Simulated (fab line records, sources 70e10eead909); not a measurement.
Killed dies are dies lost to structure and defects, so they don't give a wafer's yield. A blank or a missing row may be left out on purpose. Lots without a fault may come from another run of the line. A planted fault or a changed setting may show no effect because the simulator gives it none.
fab line records | flow nand_harc
record lots=7 wafers=21 last_day=25
route steps=1159 shown A_CHANNEL_HOLE_D1@470 END@1159
lots that met no fault: from a run of the same line without faults
start_h: hours from the record's first day to the start of the lot's first wafer shown | wait_h: hours since the lot's step before | " the same as in the row above | L1.1+2: a row that stands for several wafers | - no value, or no start given | * or withheld: withheld | < > ~ a bound
route shown NAME@n: a module of which the file shows steps, and the number in the route of the first | usual: mean/standard deviation of fault-free wafers | same: alike in all rows | chamber/n: place in a boat | sites: the reading at each site | _std_site: their standard deviation | _edge_site: outer sites' mean less inner sites' | radius_mm: how far each site lies from the wafer's centre | mask NAME#n: copy n | behind: the tool/chamber that last shaped the wafer | hold: why the lot was held/for how many hours/how that ended | device: the transistor (n, p or np) that didn't switch | end of line: the same wafers' tests at the end of the route | a step without rows: its recipe alone | killed: dies lost to structure and defects at the first sort, not the wafer's yield | map: a wafer's dies, x killed, . not, _ none there
set.NAME: the setting as run; set.NAME@STEP: as run at that earlier step | model.NAME: the simulator's own value behind a step, which no gauge read
lots at some steps of the route; a table a step, a row a wafer
services: from which hour (start_h, from the record's first day; less than 0 if before it) a tool's chamber was out of use, for how many hours, and why
## steps
# step NHARC_A_CHANNEL_HOLE_D1_CD_MEAS_18
# usual cd_nm=98.6/1.9
# columns lot.wafer tool chamber start_h wait_h cd_nm
L566.3 cd_sem-01 - 187.20 - 97.9
L566.5 " - " " 95.3
L566.6 " - " " 96.7
L568.2 cd_sem-02 - 198.36 - 98.4
L568.4 " - " " 98.8
L568.5 " - " " 97.3
L574.1 cd_sem-01 - 229.52 - 98.2
L574.4 " - " " 100.9
L574.6 " - " " 100.3
L579.1 cd_sem-02 - 258.89 - 98.2
L579.2 " - " " 96.7
L579.4 " - " " 97.5
L580.2 cd_sem-01 - 270.95 - 96.1
L580.4 " - " " 99.4
L580.5 " - " " 97.7
L583.1 cd_sem-02 - 278.70 - 97.3
L583.3 " - " " 96.9
L583.6 " - " " 98.7
L587.1 cd_sem-02 - 313.09 - 100.9
L587.2 " - " " 100.1
L587.4 " - " " 99.1
# step NHARC_A_CHANNEL_HOLE_D1_ETCH_19
# recipe bias_v=1200 source_w=2500 pressure_mtorr=15 time_s=34.5 ar_flow_sccm=375 c4f8_flow_sccm=28.8 o2_flow_sccm=96.2 temp_c=-20 target_depth_a=* chemistry=C4F8/O2/Ar
# step NHARC_A_CHANNEL_HOLE_D1_ETCH_20
# recipe bias_v=3000 source_w=withheld pressure_mtorr=20 time_s=361.9 ar_flow_sccm=375 c4f8_flow_sccm=89.3 o2_flow_sccm=35.7 temp_c=-20 target_depth_a=16000 chemistry=C4F8/O2/Ar
# usual c4f8_flow_sccm=89.3/0.31 drypump_motor_current_A=5.8/0.39 showerhead_plenum_p_Torr=3.70/0.11 throttle_valve_pct=32.155/0.011
# columns lot.wafer tool chamber start_h wait_h c4f8_flow_sccm drypump_motor_current_A rf_hours_counter_h showerhead_plenum_p_Torr throttle_valve_pct
L566.3 har_etch-02 0 191.01 0.2 89.4 6.0 - 3.82 32.161
L566.5 " 0 " " 89.0 6.0 - 3.82 32.171
L566.6 " 1 " " 89.0 6.2 - 3.60 32.140
L568.2 har_etch-01 0 198.54 0.1 89.2 5.4 202 3.82 32.160
L568.4 " 0 " " 88.6 5.4 - 3.82 32.141
L568.5 " 1 " " 90.1 5.2 - 3.61 32.161
L574.1 har_etch-02 0 229.72 0.1 89.8 6.0 121 3.81 32.155
L574.4 " 1 " " 89.3 6.2 - 3.58 32.153
L574.6 " 0 " " 89.4 6.0 - 3.81 32.158
L579.1 har_etch-01 1 262.72 0.1 89.4 5.2 226 3.60 32.161
L579.2 " 0 " " 89.4 5.4 226 3.81 32.174
L579.4 " 0 " " 89.6 5.4 - 3.81 32.151
L580.2 har_etch-01 0 271.14 0.1 89.9 5.4 229 3.80 32.154
L580.4 " 1 " " 89.7 5.2 - 3.59 32.158
L580.5 " 0 " " 89.3 5.4 - 3.80 32.131
L583.1 har_etch-01 0 278.94 0.1 89.2 5.4 233 3.80 32.155
L583.3 " 1 " " 89.2 5.2 - 3.59 32.150
L583.6 " 1 " " 89.3 5.2 - 3.59 32.160
L587.1 har_etch-02 1 317.05 0.1 89.0 6.2 162 3.56 32.156
L587.2 " 0 " " 89.6 6.0 162 3.79 32.157
L587.4 " 1 " " 88.8 6.2 - 3.56 32.165
# step NHARC_A_CHANNEL_HOLE_D1_ETCH_21
# recipe bias_v=3000 source_w=withheld pressure_mtorr=20 time_s=514.3 ar_flow_sccm=375 c4f8_flow_sccm=89.3 o2_flow_sccm=35.7 temp_c=-20 target_depth_a=16000 chemistry=C4F8/O2/Ar
# step NHARC_A_CHANNEL_HOLE_D1_ETCH_22
# recipe bias_v=3000 source_w=withheld pressure_mtorr=20 time_s=666.7 ar_flow_sccm=375 c4f8_flow_sccm=89.3 o2_flow_sccm=35.7 temp_c=-20 target_depth_a=16000 chemistry=C4F8/O2/Ar
# usual c4f8_flow_sccm=89.29/0.24 drypump_motor_current_A=5.8/0.39 showerhead_plenum_p_Torr=3.70/0.11 throttle_valve_pct=32.156/0.01
# columns lot.wafer tool chamber start_h wait_h c4f8_flow_sccm drypump_motor_current_A rf_hours_counter_h showerhead_plenum_p_Torr throttle_valve_pct
L566.3 har_etch-02 0 191.86 0.4 89.16 6.0 - 3.82 32.160
L566.5 " 0 " " 89.62 6.0 - 3.82 32.155
L566.6 " 1 " " 88.95 6.2 - 3.60 32.166
L568.2 har_etch-01 0 199.29 0.4 89.57 5.4 203 3.82 32.144
L568.4 " 0 " " 89.38 5.4 - 3.82 32.161
L568.5 " 1 " " 89.65 5.3 - 3.61 32.164
L574.1 har_etch-02 0 230.47 0.4 89.64 6.0 121 3.81 32.164
L574.4 " 1 " " 89.27 6.2 - 3.58 32.166
L574.6 " 0 " " 89.23 6.0 - 3.81 32.158
L579.1 har_etch-01 1 263.48 0.4 89.57 5.2 226 3.60 32.152
L579.2 " 0 " " 89.64 5.4 226 3.81 32.152
L579.4 " 0 " " 89.15 5.4 - 3.81 32.146
L580.2 har_etch-01 0 271.90 0.4 89.56 5.4 230 3.80 32.144
L580.4 " 1 " " 89.15 5.2 - 3.59 32.161
L580.5 " 0 " " 89.46 5.4 - 3.80 32.155
L583.1 har_etch-01 0 279.73 0.4 89.61 5.4 234 3.80 32.148
L583.3 " 1 " " 89.38 5.2 - 3.59 32.171
L583.6 " 1 " " 89.22 5.2 - 3.59 32.157
L587.1 har_etch-02 1 317.81 0.4 89.35 6.1 162 3.56 32.157
L587.2 " 0 " " 89.66 6.0 162 3.79 32.143
L587.4 " 1 " " 89.11 6.1 - 3.56 32.146
# step NHARC_A_CHANNEL_HOLE_D1_ETCH_23
# recipe bias_v=5000 source_w=withheld pressure_mtorr=20 time_s=819 ar_flow_sccm=375 c4f8_flow_sccm=89.3 o2_flow_sccm=35.7 temp_c=-20 target_depth_a=16000 chemistry=C4F8/O2/Ar
# usual c4f8_flow_sccm=89.30/0.27 drypump_motor_current_A=5.8/0.4 showerhead_plenum_p_Torr=3.70/0.11 throttle_valve_pct=32.155/0.0086
# columns lot.wafer tool chamber start_h wait_h c4f8_flow_sccm drypump_motor_current_A rf_hours_counter_h showerhead_plenum_p_Torr throttle_valve_pct
L566.3 har_etch-02 0 192.47 0.5 88.83 6.0 - 3.82 32.147
L566.5 " 0 " " 88.95 6.0 - 3.82 32.164
L566.6 " 1 " " 89.21 6.2 - 3.60 32.150
L568.2 har_etch-01 0 199.86 0.5 89.53 5.4 204 3.82 32.136
L568.4 " 0 " " 89.55 5.4 - 3.82 32.165
L568.5 " 1 " " 89.54 5.2 - 3.61 32.152
L574.1 har_etch-02 0 231.03 0.5 89.36 6.0 122 3.81 32.160
L574.4 " 1 " " 89.28 6.2 - 3.58 32.153
L574.6 " 0 " " 89.70 6.0 - 3.81 32.140
L579.1 har_etch-01 1 264.05 0.5 89.70 5.2 227 3.60 32.154
L579.2 " 0 " " 89.34 5.4 227 3.81 32.161
L579.4 " 0 " " 89.32 5.4 - 3.80 32.164
L580.2 har_etch-01 0 272.46 0.5 88.94 5.4 231 3.80 32.149
L580.4 " 1 " " 88.97 5.2 - 3.59 32.155
L580.5 " 0 " " 89.25 5.4 - 3.80 32.165
L583.1 har_etch-01 0 280.31 0.5 89.40 5.4 235 3.80 32.146
L583.3 " 1 " " 89.61 5.1 - 3.59 32.149
L583.6 " 1 " " 89.18 5.2 - 3.59 32.149
L587.1 har_etch-02 1 318.38 0.5 89.09 6.2 163 3.56 32.144
L587.2 " 0 " " 88.89 6.0 163 3.79 32.159
L587.4 " 1 " " 88.93 6.2 - 3.56 32.160
# step NHARC_A_CHANNEL_HOLE_D1_ETCH_24
# recipe bias_v=5000 source_w=withheld pressure_mtorr=20 time_s=906.2 ar_flow_sccm=375 c4f8_flow_sccm=93.8 o2_flow_sccm=31.2 temp_c=-20 target_depth_a=15000 chemistry=C4F8/O2/Ar
# step NHARC_A_CHANNEL_HOLE_D1_ETCH_25
# recipe bias_v=5000 source_w=withheld pressure_mtorr=20 time_s=1040.2 ar_flow_sccm=375 c4f8_flow_sccm=93.8 o2_flow_sccm=31.2 temp_c=-20 target_depth_a=15000 chemistry=C4F8/O2/Ar
# step NHARC_A_CHANNEL_HOLE_D1_ETCH_26
# recipe bias_v=300 source_w=2000 pressure_mtorr=30 time_s=224.1 ar_flow_sccm=375 c4f8_flow_sccm=11.4 o2_flow_sccm=113.6 temp_c=-20 target_depth_a=3000 chemistry=C4F8/O2/Ar
# usual c4f8_flow_sccm=11.40/0.038 drypump_motor_current_A=5.8/0.39 showerhead_plenum_p_Torr=3.74/0.12 throttle_valve_pct=24.584/0.0099
# columns lot.wafer tool chamber start_h wait_h c4f8_flow_sccm drypump_motor_current_A rf_hours_counter_h showerhead_plenum_p_Torr throttle_valve_pct
L566.3 har_etch-02 0 194.63 0.5 11.45 6.0 - 3.88 24.578
L566.5 " 0 " " 11.34 6.0 - 3.88 24.596
L566.6 " 1 " " 11.40 6.2 - 3.63 24.588
L568.2 har_etch-01 0 202.19 0.7 11.41 5.4 206 3.87 24.606
L568.4 " 0 " " 11.40 5.4 - 3.87 24.579
L568.5 " 1 " " 11.37 5.2 - 3.65 24.583
L574.1 har_etch-02 0 233.37 0.7 11.40 6.0 124 3.86 24.593
L574.4 " 1 " " 11.43 6.2 - 3.62 24.578
L574.6 " 0 " " 11.37 6.0 - 3.86 24.566
L579.1 har_etch-01 1 266.40 0.7 11.42 5.2 229 3.63 24.563
L579.2 " 0 " " 11.44 5.4 229 3.86 24.568
L579.4 " 0 " " 11.39 5.4 - 3.86 24.596
L580.2 har_etch-01 0 274.82 0.7 11.43 5.4 233 3.85 24.588
L580.4 " 1 " " 11.41 5.2 - 3.63 24.565
L580.5 " 0 " " 11.40 5.4 - 3.85 24.594
L583.1 har_etch-01 0 282.58 0.6 11.31 5.4 237 3.85 24.598
L583.3 " 1 " " 11.45 5.2 - 3.63 24.585
L583.6 " 1 " " 11.35 5.2 - 3.63 24.598
L587.1 har_etch-02 1 320.74 0.8 11.38 6.2 165 3.60 24.582
L587.2 " 0 " " 11.37 6.0 165 3.84 24.600
L587.4 " 1 " " 11.38 6.2 - 3.60 24.581
# step NHARC_A_CHANNEL_HOLE_D1_ETCH_33
# recipe bias_v=400 source_w=2000 pressure_mtorr=25 time_s=90 ar_flow_sccm=375 c4f8_flow_sccm=41.7 o2_flow_sccm=83.3 temp_c=-20 target_depth_a=4000 chemistry=C4F8/O2/Ar
# step NHARC_A_CHANNEL_HOLE_D1_STRIP_41
# recipe n2_flow_sccm=150 h2_flow_sccm=150 ar_flow_sccm=0 bias_w=0 chemistry=N2/H2
# step NHARC_A_CHANNEL_HOLE_D1_STRIP_42
# recipe cf4_flow_sccm=100 chf3_flow_sccm=30 ar_flow_sccm=0 bias_w=0 chemistry=CF4/CHF3
# step NHARC_A_CHANNEL_HOLE_D1_STRIP_43
# recipe o2_flow_sccm=400 cos_flow_sccm=20 ar_flow_sccm=0 bias_w=0 chemistry=O2/COS
# columns lot.wafer tool chamber start_h wait_h
L566.3+5+6 rie_diel-10 3,1,2 195.46 0.1
L568.2+4+5 rie_diel-10 3,0,1 203.09 0.1
L574.1+4+6 rie_diel-10 1,2,2 234.74 0.1
L579.2+1+4 rie_diel-10 1,2,0 267.29 0.1
L580.4+2+5 rie_diel-05 3,0,1 275.70 0.1
L583.3+1+6 rie_diel-05 0,1,1 283.86 0.5
L587.2+4+1 rie_diel-10 1,2,0 321.62 0.0
# step NHARC_A_CHANNEL_HOLE_D1_ETCH_44
# recipe target_depth_a=1400 overetch_a=140 time_s=77 ion_energy_ev=100 cf4_flow_sccm=80 o2_flow_sccm=20 ar_flow_sccm=0 rf_w=300 bias_w=100 chemistry=CF4/O2
# step NHARC_A_CHANNEL_HOLE_D1_STRIP_27
# recipe o2_flow_sccm=500 ar_flow_sccm=0 bias_w=0 chemistry=O2
# usual drypump_motor_current_A=5.7/0.44 oes_product_au=0.996/0.01 rf_vpp_V=57.7/0.77 showerhead_plenum_p_Torr=3.51/0.14 throttle_valve_pct=17.036/0.0095
# columns lot.wafer tool chamber start_h wait_h drypump_motor_current_A oes_product_au rf_hours_counter_h rf_vpp_V showerhead_plenum_p_Torr throttle_valve_pct
L566.3 rie_diel-10 3 - - 6.1 1.002 1 57.0 3.53 17.031
L566.5 " 1 " " 5.9 0.990 - 58.0 3.34 17.049
L566.6 " 2 " " 5.3 0.994 - 58.8 3.59 17.029
L568.4 rie_diel-10 1 - - 5.9 0.986 2 58.0 3.34 17.030
L568.2 " 3 " " 6.1 0.995 2 57.8 3.53 17.047
L568.5 " 0 " " 6.3 1.004 - 57.6 3.71 17.043
L574.1 rie_diel-10 1 234.95 0.1 5.9 0.990 5 58.2 3.33 17.033
L574.4 " 1 " " 5.9 0.983 - 57.5 3.33 17.026
L574.6 " 2 " " 5.3 0.998 - 58.7 3.59 17.048
L579.4 rie_diel-10 2 - - 5.3 0.983 6 58.8 3.59 17.034
L579.2 " 3 " " 6.0 0.998 4 57.3 3.53 17.033
L579.1 " 1 " " 5.9 0.983 6 57.3 3.33 17.036
L580.4 rie_diel-05 3 - - 5.2 1.001 5 57.1 3.71 17.044
L580.2 " 2 " " 5.1 0.999 5 57.8 3.75 17.010
L580.5 " 0 " " 5.5 0.988 - 57.6 3.61 17.033
L583.3 rie_diel-05 3 - - 5.1 0.993 6 57.1 3.71 17.024
L583.1 " 0 " " 5.5 0.975 6 58.3 3.61 17.038
L583.6 " 2 " " 5.1 0.993 - 60.1 3.75 17.043
L587.1 rie_diel-10 3 - - 6.1 1.013 7 58.3 3.53 17.034
L587.2 " 0 " " 6.3 1.009 7 58.4 3.71 17.025
L587.4 " 2 " " 5.3 0.998 9 58.3 3.59 17.032
# step NHARC_A_CHANNEL_HOLE_D1_PRECLEAN_28
# recipe time_s=* temp_c=50 bath_age_min=0 chemistry=SC1
# step NHARC_A_CHANNEL_HOLE_D1_SRD_29
# step NHARC_A_CHANNEL_HOLE_D1_CD_MEAS_30
# usual cd_nm=89.8/1.2
# columns lot.wafer tool chamber start_h wait_h cd_nm
L566.3 cd_sem-02 - 196.32 - 89.1
L566.5 " - " " 87.6
L566.6 " - " " 90.2
L568.2 cd_sem-02 - 204.27 - 87.8
L568.4 " - " " 90.5
L568.5 " - " " 89.6
L574.1 cd_sem-03 - 235.97 - 89.6
L574.4 " - " " 89.2
L574.6 " - " " 91.7
L579.1 cd_sem-03 - 268.16 - 87.9
L579.2 " - " " 91.5
L579.4 " - " " 90.2
L580.2 cd_sem-03 - 276.57 - 86.8
L580.4 " - " " 90.2
L580.5 " - " " 89.0
L583.1 cd_sem-03 - 284.75 - 90.2
L583.3 " - " " 92.3
L583.6 " - " " 90.2
L587.1 cd_sem-03 - 322.48 - 88.5
L587.2 " - " " 90.3
L587.4 " - " " 91.8
# step NHARC_A_CHANNEL_HOLE_D1_XSEM_31
# recipe landing_energy_ev=35000
# step NHARC_A_CHANNEL_HOLE_D1_INSPECT_40
# usual raw_defect_count=62/16
# columns lot.wafer tool chamber start_h wait_h raw_defect_count
L566.3 defect_inspect-02 - 196.51 - 71
L566.5 " - " " 48
L566.6 " - " " 58
L568.2 defect_inspect-01 - 204.46 - 77
L568.4 " - " " 61
L568.5 " - " " 44
L574.1 defect_inspect-02 - 236.16 - 61
L574.4 " - " " 78
L574.6 " - " " 51
L579.1 defect_inspect-01 - 268.35 - 57
L579.2 " - " " 64
L579.4 " - " " 92
L580.2 defect_inspect-02 - 276.75 - 80
L580.4 " - " " 57
L580.5 " - " " 71
L583.1 defect_inspect-01 - 284.93 - 63
L583.3 " - " " 83
L583.6 " - " " 87
L587.1 defect_inspect-01 - 322.66 - 43
L587.2 " - " " 56
L587.4 " - " " 47
# step NHARC_END_SORT_01
# recipe temp_c=25
# usual killed_at_array=28/8.6 killed_at_other=0.7/1.2 killed_at_periphery=3.1/2.3 killed_dies=32/8.7 killed_open=3.2/1.7 killed_short=2.0/1.5
# same gross_dies=677
# columns lot.wafer tool chamber start_h wait_h hold killed_at_array killed_at_other killed_at_periphery killed_dies killed_open killed_short
L568.2 prober-02 0 462.35 4.5 - 34 0 2 36 5 1
L568.4 prober-02 0 463.96 5.1 - 36 2 0 38 2 3
L568.5 prober-02 0 464.77 5.4 - 30 2 3 35 4 2
L574.1 prober-01 0 492.92 2.5 - 31 0 1 32 1 4
L574.4 prober-01 0 495.30 3.4 - 27 1 0 28 2 3
L574.6 prober-01 0 496.89 4.0 - 24 1 0 25 3 2
L579.1 prober-02 0 507.28 2.5 await_dispo/1.1h/scrap 674 0 3 677 1 1
L579.2 prober-02 0 508.08 2.8 await_dispo/1.1h/scrap 674 1 2 677 2 4
L579.4 prober-02 0 509.67 3.4 await_dispo/1.1h/scrap 677 0 0 677 4 2
L580.2 prober-01 0 530.80 2.8 await_dispo/6.3h/scrap 673 1 3 677 2 0
L580.4 prober-01 0 532.37 3.3 await_dispo/6.3h/scrap 675 0 2 677 5 2
L580.5 prober-01 0 533.15 3.6 await_dispo/6.3h/scrap 674 1 2 677 1 1
L583.1 prober-02 0 554.11 2.5 await_dispo/3.8h/scrap 675 0 2 677 1 2
L583.3 prober-02 0 555.74 3.1 await_dispo/3.8h/scrap 675 0 2 677 4 0
L583.6 prober-02 0 558.18 4.1 await_dispo/3.8h/scrap 671 0 6 677 2 4
# killed by level:class
L568.2 A_CHANNEL_HOLE_D1:chamber_film_flake=16 A_SLIT:chamber_film_flake=8 A_CONTACT:chamber_film_flake=3 A_M0:geometric_particle:open=2 P_M1:geometric_particle:open=1 A_WL_FILL:geometric_particle:open=1 A_WL_FILL:geometric_particle:short=1 A_CONTACT:geometric_particle:open=1
L568.4 A_CHANNEL_HOLE_D1:chamber_film_flake=14 A_SLIT:chamber_film_flake=12 A_ZERO_WELL:chamber_film_flake=2 A_STAIRCASE:chamber_film_flake=2 A_ONON_D1:geometric_particle:short=1 A_ONON_D1:geometric_particle:open=1 A_CHANNEL_FILL_D1:geometric_particle:short=1 STARTING-WAFER:geometric_particle:open=1
L568.5 A_CHANNEL_HOLE_D1:chamber_film_flake=13 A_SLIT:chamber_film_flake=7 A_CONTACT:chamber_film_flake=3 A_ONON_D1:geometric_particle:open=2 P_GATE:chamber_film_flake=2 P_CONTACT:geometric_particle:open=1 A_CONTACT:geometric_particle:short=1 A_CONTACT:geometric_particle:open=1
L574.1 A_SLIT:chamber_film_flake=11 A_CONTACT:chamber_film_flake=8 A_STAIRCASE:chamber_film_flake=7 P_M0:geometric_particle:short=1 A_ONON_D1:geometric_particle:short=1 A_ONON_D1:geometric_particle:open=1 A_CHANNEL_HOLE_D1:geometric_particle:short=1 A_WL_FILL:geometric_particle:short=1
L574.4 A_SLIT:chamber_film_flake=11 A_STAIRCASE:chamber_film_flake=6 A_CHANNEL_HOLE_D1:chamber_film_flake=3 A_ONON_D1:geometric_particle:short=2 A_ONON_D1:geometric_particle:open=1 A_SGD_CUT:geometric_particle:short=1 A_BLC:geometric_particle:open=1 A_ZERO_WELL:chamber_film_flake=1
L574.6 A_SLIT:chamber_film_flake=10 A_CONTACT:chamber_film_flake=5 A_CHANNEL_HOLE_D1:chamber_film_flake=2 A_STAIRCASE:chamber_film_flake=2 A_ONON_D1:geometric_particle:short=1 A_ONON_D1:geometric_particle:open=1 A_WL_FILL:geometric_particle:open=1 A_BLC:geometric_particle:open=1
L579.1 A_CHANNEL_HOLE_D1:area_strip=644 A_CHANNEL_HOLE_D1:chamber_film_flake=22 A_CONTACT:chamber_film_flake=3 P_CONTACT:chamber_film_flake=2 A_WL_FILL:chamber_film_flake=2 A_ONON_D1:geometric_particle:short=1 A_M0:geometric_particle:open=1 P_ZERO_WELL:chamber_film_flake=1
L579.2 A_CHANNEL_HOLE_D1:area_strip=644 A_CHANNEL_HOLE_D1:chamber_film_flake=20 A_CONTACT:chamber_film_flake=4 P_M1:geometric_particle:short=1 A_ONON_D1:geometric_particle:open=1 A_CHANNEL_HOLE_D1:geometric_particle:short=1 A_WL_FILL:geometric_particle:short=1 A_CONTACT:geometric_particle:short=1
L579.4 A_CHANNEL_HOLE_D1:area_strip=649 A_CHANNEL_HOLE_D1:chamber_film_flake=22 A_ONON_D1:geometric_particle:open=1 A_STAIRCASE:geometric_particle:open=1 A_SGD_CUT:geometric_particle:open=1 A_SGD_CUT:geometric_particle:short=1 A_CONTACT:geometric_particle:open=1 A_M1:geometric_particle:short=1
L580.2 A_CHANNEL_HOLE_D1:area_strip=644 A_CHANNEL_HOLE_D1:chamber_film_flake=25 P_CONTACT:chamber_film_flake=2 A_CONTACT:chamber_film_flake=2 P_CONTACT:geometric_particle:open=1 A_CONTACT:geometric_particle:open=1 A_STAIRCASE:chamber_film_flake=1 THIN_TSV:chamber_film_flake=1
L580.4 A_CHANNEL_HOLE_D1:area_strip=643 A_CHANNEL_HOLE_D1:chamber_film_flake=16 A_CONTACT:chamber_film_flake=7 A_STAIRCASE:chamber_film_flake=2 P_GATE:geometric_particle:open=1 A_SOURCE_PLATE:geometric_particle:open=1 A_ONON_D1:geometric_particle:short=1 A_CONTACT:geometric_particle:open=1
L580.5 A_CHANNEL_HOLE_D1:area_strip=645 A_CHANNEL_HOLE_D1:chamber_film_flake=19 A_CONTACT:chamber_film_flake=7 A_STAIRCASE:chamber_film_flake=2 P_GATE:geometric_particle:open=1 A_CHANNEL_FILL_D1:geometric_particle:short=1 P_CONTACT:chamber_film_flake=1 THIN_TSV:chamber_film_flake=1
L583.1 A_CHANNEL_HOLE_D1:area_strip=641 A_CHANNEL_HOLE_D1:chamber_film_flake=19 A_CONTACT:chamber_film_flake=5 A_STAIRCASE:chamber_film_flake=4 P_STI:chamber_film_flake=2 A_BONDPAD:chamber_film_flake=2 A_ONON_D1:geometric_particle:open=1 A_WL_FILL:geometric_particle:short=1
L583.3 A_CHANNEL_HOLE_D1:area_strip=649 A_CHANNEL_HOLE_D1:chamber_film_flake=18 A_M1:geometric_particle:open=2 A_BONDPAD:chamber_film_flake=2 P_M0:geometric_particle:open=1 A_BLC:geometric_particle:open=1 P_STI:chamber_film_flake=1 A_STAIRCASE:chamber_film_flake=1
L583.6 A_CHANNEL_HOLE_D1:area_strip=634 A_CHANNEL_HOLE_D1:chamber_film_flake=23 A_CONTACT:chamber_film_flake=5 P_ZERO_WELL:chamber_film_flake=2 A_STAIRCASE:chamber_film_flake=2 P_CONTACT:geometric_particle:short=1 P_M0:geometric_particle:open=1 A_CHANNEL_HOLE_D1:geometric_particle:short=1
# map L579.1 (x killed, . not)
____________x____________
_________xxxxxxx_________
_______xxxxxxxxxxx_______
______xxxxxxxxxxxxx______
_____xxxxxxxxxxxxxxx_____
____xxxxxxxxxxxxxxxxx____
____xxxxxxxxxxxxxxxxx____
___xxxxxxxxxxxxxxxxxxx___
___xxxxxxxxxxxxxxxxxxx___
__xxxxxxxxxxxxxxxxxxxxx__
__xxxxxxxxxxxxxxxxxxxxx__
_xxxxxxxxxxxxxxxxxxxxxxx_
_xxxxxxxxxxxxxxxxxxxxxxx_
_xxxxxxxxxxxxxxxxxxxxxxx_
_xxxxxxxxxxxxxxxxxxxxxxx_
_xxxxxxxxxxxxxxxxxxxxxxx_
xxxxxxxxxxxxxxxxxxxxxxxxx
xxxxxxxxxxxxxxxxxxxxxxxxx
xxxxxxxxxxxxxxxxxxxxxxxxx
xxxxxxxxxxxxxxxxxxxxxxxxx
xxxxxxxxxxxxxxxxxxxxxxxxx
_xxxxxxxxxxxxxxxxxxxxxxx_
_xxxxxxxxxxxxxxxxxxxxxxx_
_xxxxxxxxxxxxxxxxxxxxxxx_
_xxxxxxxxxxxxxxxxxxxxxxx_
_xxxxxxxxxxxxxxxxxxxxxxx_
__xxxxxxxxxxxxxxxxxxxxx__
__xxxxxxxxxxxxxxxxxxxxx__
___xxxxxxxxxxxxxxxxxxx___
___xxxxxxxxxxxxxxxxxxx___
____xxxxxxxxxxxxxxxxx____
____xxxxxxxxxxxxxxxxx____
_____xxxxxxxxxxxxxxx_____
______xxxxxxxxxxxxx______
_______xxxxxxxxxxx_______
_________xxxxxxx_________
____________x____________
# map L580.2 (x killed, . not)
____________x____________
_________xxxxxxx_________
_______xxxxxxxxxxx_______
______xxxxxxxxxxxxx______
_____xxxxxxxxxxxxxxx_____
____xxxxxxxxxxxxxxxxx____
____xxxxxxxxxxxxxxxxx____
___xxxxxxxxxxxxxxxxxxx___
___xxxxxxxxxxxxxxxxxxx___
__xxxxxxxxxxxxxxxxxxxxx__
__xxxxxxxxxxxxxxxxxxxxx__
_xxxxxxxxxxxxxxxxxxxxxxx_
_xxxxxxxxxxxxxxxxxxxxxxx_
_xxxxxxxxxxxxxxxxxxxxxxx_
_xxxxxxxxxxxxxxxxxxxxxxx_
_xxxxxxxxxxxxxxxxxxxxxxx_
xxxxxxxxxxxxxxxxxxxxxxxxx
xxxxxxxxxxxxxxxxxxxxxxxxx
xxxxxxxxxxxxxxxxxxxxxxxxx
xxxxxxxxxxxxxxxxxxxxxxxxx
xxxxxxxxxxxxxxxxxxxxxxxxx
_xxxxxxxxxxxxxxxxxxxxxxx_
_xxxxxxxxxxxxxxxxxxxxxxx_
_xxxxxxxxxxxxxxxxxxxxxxx_
_xxxxxxxxxxxxxxxxxxxxxxx_
_xxxxxxxxxxxxxxxxxxxxxxx_
__xxxxxxxxxxxxxxxxxxxxx__
__xxxxxxxxxxxxxxxxxxxxx__
___xxxxxxxxxxxxxxxxxxx___
___xxxxxxxxxxxxxxxxxxx___
____xxxxxxxxxxxxxxxxx____
____xxxxxxxxxxxxxxxxx____
_____xxxxxxxxxxxxxxx_____
______xxxxxxxxxxxxx______
_______xxxxxxxxxxx_______
_________xxxxxxx_________
____________x____________
## services
# columns tool chamber start_h hours kind
rie_diel-05 3 173.18 4.9 repair
rie_diel-10 - 176.50 9.0 pm
rie_diel-10 0 176.50 9.0 vent_cycle
rie_diel-10 1 176.50 9.0 vent_cycle
rie_diel-10 2 176.50 9.0 vent_cycle
rie_diel-10 3 176.50 9.0 vent_cycle
rie_diel-10 0 185.50 - clean
rie_diel-10 1 185.50 - clean
rie_diel-10 2 185.50 - clean
rie_diel-10 3 185.50 - clean
rie_diel-05 - 201.79 34.4 repair
rie_diel-10 3 206.26 4.2 repair
rie_diel-10 0 210.00 - clean
rie_diel-10 1 210.00 - clean
rie_diel-10 2 210.00 - clean
rie_diel-10 3 216.83 24.6 repair
rie_diel-10 0 232.81 11.0 repair
rie_diel-10 1 234.50 - clean
rie_diel-10 2 234.50 - clean
rie_diel-10 0 259.00 - clean
rie_diel-10 0 267.78 12.2 repair
har_etch-01 - 307.58 17.0 pm
har_etch-01 0 307.58 17.0 vent_cycle
har_etch-01 1 307.58 17.0 vent_cycle
## key
first_sign step=NHARC_END_SORT_01 reading=killed_at_array direction=up sigmas=75 usual=28 struck=674
effect step=NHARC_END_SORT_01 reading=killed_dies direction=up sigmas=74 usual=32 struck=677
more_kills_born_at NHARC_A_CHANNEL_HOLE_D1_STRIP_43@rie_diel-05=3856 NHARC_A_CHANNEL_HOLE_D1_STRIP_43@rie_diel-10=1937
met_at NHARC_A_CHANNEL_HOLE_D1_STRIP_43
struck_wafers L579.1,L579.2,L579.4,L580.2,L580.4,L580.5,L583.1,L583.3,L583.6
later_rows_left_out L579.1,L579.2,L579.4,L580.2,L580.4,L580.5,L583.1,L583.3,L583.6
tester_left_out L579,L580,L583
onset_between 234.74 267.29
also_fits NHARC_A_CHANNEL_HOLE_D1_ETCH_20:har_etch-01,NHARC_A_CHANNEL_HOLE_D1_ETCH_22:har_etch-01,NHARC_A_CHANNEL_HOLE_D1_ETCH_23:har_etch-01,NHARC_A_CHANNEL_HOLE_D1_ETCH_26:har_etch-01
fault kind=skipped_step_whole tool=rie_diel-05,rie_diel-10 chamber=- onset_h=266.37 steps=NHARC_A_CHANNEL_HOLE_D1_STRIP_43 scope=struck_lots_only
# tester_left_out: of these lots the tester's yield and bins aren't shown, on N5 and GAA mostly nor the transistor test; their killed dies are dies lost to structure and defects alone, not to doping, threshold or leakage, so they don't give the yield
# later_rows_left_out: the simulator's readings of these wafers behind a module that went badly wrong aren't trusted and aren't shown, but for the sort
